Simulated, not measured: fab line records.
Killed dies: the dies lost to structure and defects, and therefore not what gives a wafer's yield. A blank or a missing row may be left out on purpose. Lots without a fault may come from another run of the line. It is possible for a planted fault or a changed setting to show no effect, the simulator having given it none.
Chamber matching ; flow n5Finfet ; 4 sister chambers for N5_BEOL_M6_CMP_52 on cmp-04
The step polishes, stops on SiCOH lowk, t overpolish 6.9 s, target thk 80 nm. 16 wafers are shown with their chamber, then 8 later ones without.

== WAFERS, EACH WITH ITS CHAMBER ==
wafer;chamber;motorCurrentA (A);timeToEndpointS (s);retainingRingPressureFrac
L079.1;2;6.0;64.9;1.002
L079.4;0;4.9;61.8;0.996
L079.5;0;5.0;59.3;1.005
L083.2;1;6.9;64.5;0.994
L083.3;3;5.7;61.4;0.995
L083.4;0;4.8;62.2;0.997
L086.2;3;6.3;61.2;0.991
L086.5;1;6.8;64.4;1.002
L086.6;0;5.1;63.8;0.999
L087.4;3;5.9;56.5;0.993
L087.5;2;5.6;61.2;0.986
L087.6;1;6.8;63.3;0.989
L088.2;0;5.0;62.2;0.996
L088.3;2;5.9;62.0;1.002
L088.4;3;5.9;62.7;0.989
L089.1;1;6.4;59.5;1.006

SIGNATURES (means of the wafers above)
reading;chamber 0;chamber 1;chamber 2;chamber 3;scatter within a chamber
motorCurrentA;4.960;6.725;5.833;5.950;0.199
timeToEndpointS;61.860;62.925;62.700;60.450;2.18
retainingRingPressureFrac;0.99860;0.99775;0.99667;0.99200;0.00595
Rule: a wafer lies at a distance from a chamber equal to the root of the sum of squares, over the readings, of (its reading less the chamber's mean, divided by the reading's scatter). If the next closest chamber is less than 2 further off than the closest, the wafer can't be placed; otherwise it belongs to the closest. How the scatter is found: for the shown wafers, subtract from each reading the mean of its chamber, square and add these, divide the total by (wafers less chambers), then take the root.

== WAFERS WITHOUT THEIR CHAMBER ==
wafer;motorCurrentA (A);timeToEndpointS (s);retainingRingPressureFrac
L089.5;5.9;59.9;1.001
L089.6;4.9;57.6;1.004
L096.2;6.2;57.1;0.999
L096.3;6.6;60.9;1.003
L096.6;5.7;61.6;0.999
L097.3;5.7;64.3;0.999
L097.4;6.2;62.9;0.993
L097.5;5.6;62.3;1.000

== WHICH CHAMBER EACH WENT THROUGH ==
wafer;from the rows above;in truth
L089.5;can't be placed: 2 or 3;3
L089.6;0;0
L096.2;can't be placed: 3 or 2 or 1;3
L096.3;1;1
L096.6;can't be placed: 2 or 3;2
L097.3;can't be placed: 2 or 3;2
L097.4;can't be placed: 3 or 2 or 1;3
L097.5;can't be placed: 2 or 3 or 0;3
Correctly placed: 2 of 8. Cannot be placed on the basis of these rows: 6; the candidates contain the true chamber in 6. Number placed wrongly: 0.
